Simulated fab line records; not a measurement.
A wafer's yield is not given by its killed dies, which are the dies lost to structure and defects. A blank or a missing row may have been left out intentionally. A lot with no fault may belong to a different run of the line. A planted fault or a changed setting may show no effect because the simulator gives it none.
Chamber matching / flow nand_harc / NHARC_A_ZERO_WELL_ETCH_13 on rie_si-03 has 4 sister chambers
The step etches the open film in HBr/Cl2, target depth 120 nm, time 40.1 s. 16 wafers are shown with their chamber, then 7 later ones without.

== WAFERS PAIRED WITH THEIR CHAMBERS ==
wafer=L574.1; chamber=2; drypump_motor_current_A (A)=5.8; throttle_valve_pct (%)=26.407; oes_product_au (a.u.)=1.017
wafer=L574.2; chamber=1; drypump_motor_current_A (A)=6.2; throttle_valve_pct (%)=26.406; oes_product_au (a.u.)=0.998
wafer=L574.4; chamber=0; drypump_motor_current_A (A)=6.5; throttle_valve_pct (%)=26.405; oes_product_au (a.u.)=1.010
wafer=L577.1; chamber=2; drypump_motor_current_A (A)=5.8; throttle_valve_pct (%)=26.413; oes_product_au (a.u.)=1.003
wafer=L577.3; chamber=3; drypump_motor_current_A (A)=6.1; throttle_valve_pct (%)=26.410; oes_product_au (a.u.)=1.004
wafer=L577.6; chamber=1; drypump_motor_current_A (A)=6.1; throttle_valve_pct (%)=26.426; oes_product_au (a.u.)=1.000
wafer=L582.2; chamber=2; drypump_motor_current_A (A)=5.8; throttle_valve_pct (%)=26.392; oes_product_au (a.u.)=1.009
wafer=L582.4; chamber=1; drypump_motor_current_A (A)=6.2; throttle_valve_pct (%)=26.409; oes_product_au (a.u.)=1.006
wafer=L582.5; chamber=2; drypump_motor_current_A (A)=5.8; throttle_valve_pct (%)=26.391; oes_product_au (a.u.)=0.987
wafer=L583.3; chamber=3; drypump_motor_current_A (A)=6.1; throttle_valve_pct (%)=26.410; oes_product_au (a.u.)=1.006
wafer=L583.4; chamber=1; drypump_motor_current_A (A)=6.2; throttle_valve_pct (%)=26.400; oes_product_au (a.u.)=1.001
wafer=L589.4; chamber=2; drypump_motor_current_A (A)=5.8; throttle_valve_pct (%)=26.417; oes_product_au (a.u.)=0.998
wafer=L589.5; chamber=3; drypump_motor_current_A (A)=6.1; throttle_valve_pct (%)=26.396; oes_product_au (a.u.)=1.006
wafer=L589.6; chamber=0; drypump_motor_current_A (A)=6.5; throttle_valve_pct (%)=26.405; oes_product_au (a.u.)=0.997
wafer=L590.1; chamber=3; drypump_motor_current_A (A)=6.1; throttle_valve_pct (%)=26.408; oes_product_au (a.u.)=1.004
wafer=L590.3; chamber=1; drypump_motor_current_A (A)=6.2; throttle_valve_pct (%)=26.405; oes_product_au (a.u.)=1.010

SIGNATURES (means of the wafers above)
reading=drypump_motor_current_A; chamber 0=6.500; chamber 1=6.180; chamber 2=5.800; chamber 3=6.100; scatter within a chamber=0.0258
reading=throttle_valve_pct; chamber 0=26.40500; chamber 1=26.40920; chamber 2=26.40400; chamber 3=26.40600; scatter within a chamber=0.00959
reading=oes_product_au; chamber 0=1.00350; chamber 1=1.00300; chamber 2=1.00280; chamber 3=1.00500; scatter within a chamber=0.00762
Rule: a wafer lies at a distance from a chamber equal to the root of the sum of squares, over the readings, of (its reading less the chamber's mean, divided by the reading's scatter). The wafer belongs to the nearest chamber; if the next one is less than 2 further off, it can't be placed. The scatter: the root of (the sum of the squares of (reading less its chamber's mean) over the shown wafers, divided by (wafers less chambers)).

== WAFERS WITHOUT THEIR CHAMBER ==
wafer=L590.5; drypump_motor_current_A (A)=6.2; throttle_valve_pct (%)=26.412; oes_product_au (a.u.)=1.005
wafer=L594.1; drypump_motor_current_A (A)=6.1; throttle_valve_pct (%)=26.416; oes_product_au (a.u.)=1.008
wafer=L594.3; drypump_motor_current_A (A)=6.4; throttle_valve_pct (%)=26.413; oes_product_au (a.u.)=1.009
wafer=L594.5; drypump_motor_current_A (A)=6.1; throttle_valve_pct (%)=26.413; oes_product_au (a.u.)=1.005
wafer=L596.2; drypump_motor_current_A (A)=6.1; throttle_valve_pct (%)=26.407; oes_product_au (a.u.)=1.008
wafer=L596.3; drypump_motor_current_A (A)=6.1; throttle_valve_pct (%)=26.427; oes_product_au (a.u.)=1.010
wafer=L596.4; drypump_motor_current_A (A)=5.8; throttle_valve_pct (%)=26.389; oes_product_au (a.u.)=1.007

== CHAMBER TAKEN BY EACH ==
wafer=L590.5; from the rows above=1; in truth=1
wafer=L594.1; from the rows above=3; in truth=3
wafer=L594.3; from the rows above=0; in truth=0
wafer=L594.5; from the rows above=3; in truth=3
wafer=L596.2; from the rows above=3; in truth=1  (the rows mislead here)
wafer=L596.3; from the rows above=can't be placed: 3 or 1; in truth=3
wafer=L596.4; from the rows above=2; in truth=2
5 of 7 placed correctly. Not placeable from these rows: 1 (in 1, the candidates include the true chamber). Placed wrongly: 1.
